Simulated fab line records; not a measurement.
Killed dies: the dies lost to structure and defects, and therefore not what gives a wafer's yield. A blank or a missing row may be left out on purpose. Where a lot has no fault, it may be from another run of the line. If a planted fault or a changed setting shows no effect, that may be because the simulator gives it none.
One fault seen from 2 desks | flow n5Finfet | every desk sees just its own numbers, and what lay behind them comes last

== AT THE METROLOGY DESK ==
What the gauges read, lot by lot, whatever tool the lot ran on: means of the sampled wafers that have a number. A lot is out of limits, marked OUT, if its mean lies more than 4 standard deviations from the usual mean; the brackets give that distance. 7 of its 13 readings are shown: the first one out of limits and those lying furthest out on some lot.
Columns: A = cdNm at N5_ZERO_LAYER_CD_MEAS_11, usual 1999.7 nm; B = cdNm at N5_PMOS_HMC_CHANNEL_EPI_CD_MEAS_09, usual 237.4 nm; C = DIBL_N at N5_BEOL_M4_RC_MEAS_101, usual 36.6 mV/V; D = ION_N at N5_BEOL_M4_RC_MEAS_101, usual 678 uA/um; E = ION_P at N5_BEOL_M4_RC_MEAS_101, usual 464 uA/um; F = RS_NWELL at N5_BEOL_M4_RC_MEAS_101, usual 1038 ohm/sq; G = SS_N at N5_BEOL_M4_RC_MEAS_101, usual 71.5 mV/dec
lot  | first seen here | A      | B     | C    | D   | E   | F              | G
L368 | day 2 06:41     | 2000.8 | 236.2 | 36.6 | 680 | 470 | 1041           | 71.6
L369 | day 2 12:38     | 1997.0 | 238.7 | 37.9 | 694 | 473 | 1035           | 71.6
L371 | day 3 00:38     | 2001.0 | 237.0 | 38.4 | 683 | 465 | 1037           | 72.3
L373 | day 3 12:39     | 2000.8 | 237.5 | 36.6 | 672 | 464 | 1038           | 71.4
L376 | day 4 06:49     | 2000.3 | 237.5 | 34.5 | 678 | 469 | 1044           | 71.2
L378 | day 4 18:38     | 2000.4 | 236.5 | 36.1 | 672 | 457 | 1030           | 71.9
L380 | day 5 06:38     | 2001.1 | 237.8 | 37.8 | 675 | 464 | 1040           | 72.5
L382 | day 5 18:46     | 1999.0 | 236.9 | 36.7 | 673 | 461 | 1403 (+59) OUT | 71.4
L383 | day 6 00:38     | 1998.8 | 237.0 | 35.9 | 679 | 467 | 1048           | 70.8
L384 | day 6 06:39     | 1998.0 | 237.1 | 37.1 | 668 | 461 | 1406 (+59) OUT | 71.4
This desk finds L382, L384 out of limits, with the earliest case on L384 at day 14 18:17 (RS_NWELL at N5_BEOL_M4_RC_MEAS_101). L368, L369, L371, L373, L376, L378, L380, L383: within limits.

== TOOL OWNER'S DESK, implanter-02 ==
The tool's own readings at N5_WELL_APT_IMPLANT_14: means of the sampled wafers that have a number, for each lot that ran on this tool. A lot is out of limits, marked OUT, if its mean lies more than 4 standard deviations from the usual mean; the brackets give that distance.
Columns: A = doseIonsCm2 at N5_WELL_APT_IMPLANT_14, usual 1.5001e+13; B = faradayCurrentUA at N5_WELL_APT_IMPLANT_14, usual 190
lot  | first seen here | A                            | B
L373 | day 3 14:37     | 1.5001e+13                   | 192
L378 | day 4 20:04     | 1.5025e+13                   | 189
L380 | day 5 07:46     | 1.4983e+13                   | 190
L382 | day 5 19:53     | 8.7350e+12 (-99 or more) OUT | 111 (-23) OUT
L384 | day 6 07:59     | 8.6930e+12 (-99 or more) OUT | 109 (-24) OUT
This desk's verdict: out of limits on L382, L384, starting with L382 at day 5 19:53 (doseIonsCm2 at N5_WELL_APT_IMPLANT_14). L373, L378, L380: within limits.

== ALL TOGETHER ==
An alarm could have come from the tool owner's desk at day 5 19:53, on L382, L384.
The metrology desk could have raised an alarm at day 14 18:17, on L382, L384.
N5_WELL_APT_IMPLANT_14 was run on implanter-02 by each of the lots named.

== WHAT THE SIMULATOR PUT IN ==
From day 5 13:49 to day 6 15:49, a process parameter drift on implanter-02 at N5_WELL_APT_IMPLANT_14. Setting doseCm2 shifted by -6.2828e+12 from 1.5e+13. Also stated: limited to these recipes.
Struck lots among those shown: L382, L384.
Time in hours from fault onset to the first out-of-limits reading at each desk: tool owner's desk 6, metrology desk 220.
